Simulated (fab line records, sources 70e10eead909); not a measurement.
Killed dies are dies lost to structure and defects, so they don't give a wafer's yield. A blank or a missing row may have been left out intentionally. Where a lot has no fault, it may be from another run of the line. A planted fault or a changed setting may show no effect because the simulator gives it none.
Shared-tool check ; flow nand-harc ; Sample size 12 lots and 36 wafers

## REASON FOR OPENING
Flagged at NHARC_P_ZERO_WELL_CD_MEAS_37: reading cd-nm, on 1 of 12 lots. No-fault wafers: 720.1 nm, standard deviation 2.1.
Rule: a lot is flagged in two cases, either no wafer of it has a number, or all its wafers with numbers fall more than 4 standard deviations from that mean. The other lots count as sound.

lot;measured;on;cd-nm (nm), wafer by wafer;flag
L819;day 2 00:09;cd-sem-02;718.2 718.9 720.9;
L820;day 2 10:13;cd-sem-02;721.5 719.2 721.3;
L821;day 2 20:16;cd-sem-03;718.5 721.8 718.1;
L823;day 3 16:14;cd-sem-02;719.7 718.6 722.6;
L824;day 4 02:10;cd-sem-03;719.5 720.3 718.9;
L827;day 5 08:11;cd-sem-02;720.9 721.1 719.8;
L830;day 6 14:17;cd-sem-01;680.3 679.9 679.8;FLAGGED
L838;day 9 22:16;cd-sem-01;717.5 716.8 720.8;
L839;day 10 08:20;cd-sem-02;721.2 721.4 721.0;
L840;day 10 18:10;cd-sem-03;716.4 718.2 721.2;
L841;day 11 04:14;cd-sem-02;718.7 719.0 714.9;
L842;day 11 14:18;cd-sem-02;720.9 722.5 718.6;
The numbers of the flagged lots are 680.0 nm on average: -40.1 nm against the usual, or -19 standard deviations.

## EACH LOT AND THE TOOL IT RAN ON
Before the reading, the record contains 2 process steps out of a 1302-step route. Every cell lists first the tool, next ch and the chambers used by the sampled wafers, and last the start.
lot;flag;NHARC_P_ZERO_WELL_DESCUM_26;NHARC_P_ZERO_WELL_EXPOSE_34
L819;;rie-diel-07 ch 0,3, day 1 22:47;krf-scanner-03 ch 0, day 1 23:59
L820;;rie-diel-10 ch 0,1,3, day 2 08:44;krf-scanner-02 ch 0, day 2 10:04
L821;;rie-diel-07 ch 0,2,3, day 2 18:50;krf-scanner-03 ch 0, day 2 20:07
L823;;rie-diel-10 ch 1,2,3, day 3 14:45;krf-scanner-04 ch 0, day 3 16:05
L824;;rie-diel-11 ch 0,1, day 4 00:49;krf-scanner-04 ch 0, day 4 02:01
L827;;rie-diel-10 ch 0,1,3, day 5 06:43;krf-scanner-04 ch 0, day 5 08:02
L830;FLAGGED;rie-diel-07 ch 1,2,3, day 6 12:57;krf-scanner-03 ch 0, day 6 14:08
L838;;rie-diel-11 ch 0,1, day 9 20:48;krf-scanner-04 ch 0, day 9 22:07
L839;;rie-diel-07 ch 0,3, day 10 06:46;krf-scanner-02 ch 0, day 10 08:10
L840;;rie-diel-10 ch 0,1,3, day 10 16:41;krf-scanner-04 ch 0, day 10 18:01
L841;;rie-diel-07 ch 2,3, day 11 02:44;krf-scanner-03 ch 0, day 11 04:05
L842;;rie-diel-07 ch 0,1,3, day 11 12:58;krf-scanner-03 ch 0, day 11 14:08
These steps, and what they do:
- NHARC_P_ZERO_WELL_DESCUM_26: chemistry O2, time 3 s.
- NHARC_P_ZERO_WELL_EXPOSE_34: exposes mask P PWELL, target cd 720 nm.
- NHARC_P_ZERO_WELL_CD_MEAS_37: target cd 720 nm.

## FLAGGED AGAINST TOTAL, ONE TOOL AT A TIME (gauges that did the reading follow at the end)
step;tool;lots run;flagged;share of the flagged lots;sound lots run after its first flagged lot
NHARC_P_ZERO_WELL_DESCUM_26;rie-diel-07;6;1;all;3 (L839,L841,L842)
NHARC_P_ZERO_WELL_DESCUM_26;rie-diel-10;4;0;none;-
NHARC_P_ZERO_WELL_DESCUM_26;rie-diel-11;2;0;none;-
NHARC_P_ZERO_WELL_EXPOSE_34;krf-scanner-02;2;0;none;-
NHARC_P_ZERO_WELL_EXPOSE_34;krf-scanner-03;5;1;all;2 (L841,L842)
NHARC_P_ZERO_WELL_EXPOSE_34;krf-scanner-04;5;0;none;-
NHARC_P_ZERO_WELL_CD_MEAS_37;cd-sem-01;2;1;all;1 (L838)
NHARC_P_ZERO_WELL_CD_MEAS_37;cd-sem-02;7;0;none;-
NHARC_P_ZERO_WELL_CD_MEAS_37;cd-sem-03;3;0;none;-

## THE TABLE: WHAT IT ALLOWS
rie-diel-07 at NHARC_P_ZERO_WELL_DESCUM_26, krf-scanner-03 at NHARC_P_ZERO_WELL_EXPOSE_34 and cd-sem-01 at NHARC_P_ZERO_WELL_CD_MEAS_37: these 3 rows of the table ran every flagged lot.
- rie-diel-07 at NHARC_P_ZERO_WELL_DESCUM_26 ran 6 lots, 1 of them flagged. Sound lots followed the first flagged one (L839, L841, L842) on it, something a lasting fault affecting the whole tool could not allow.
- krf-scanner-03 at NHARC_P_ZERO_WELL_EXPOSE_34 ran 5 lots, 1 of them flagged. Sound lots followed the first flagged one (L841, L842) on it, something a lasting fault affecting the whole tool could not allow.
- cd-sem-01 at NHARC_P_ZERO_WELL_CD_MEAS_37 ran 2 lots, 1 of them flagged. Sound lots followed the first flagged one (L838) on it, something a lasting fault affecting the whole tool could not allow.
Every row of the table either missed a flagged lot or ran a sound lot after the first.

## WHAT HAD BEEN PUT IN BY THE SIMULATOR
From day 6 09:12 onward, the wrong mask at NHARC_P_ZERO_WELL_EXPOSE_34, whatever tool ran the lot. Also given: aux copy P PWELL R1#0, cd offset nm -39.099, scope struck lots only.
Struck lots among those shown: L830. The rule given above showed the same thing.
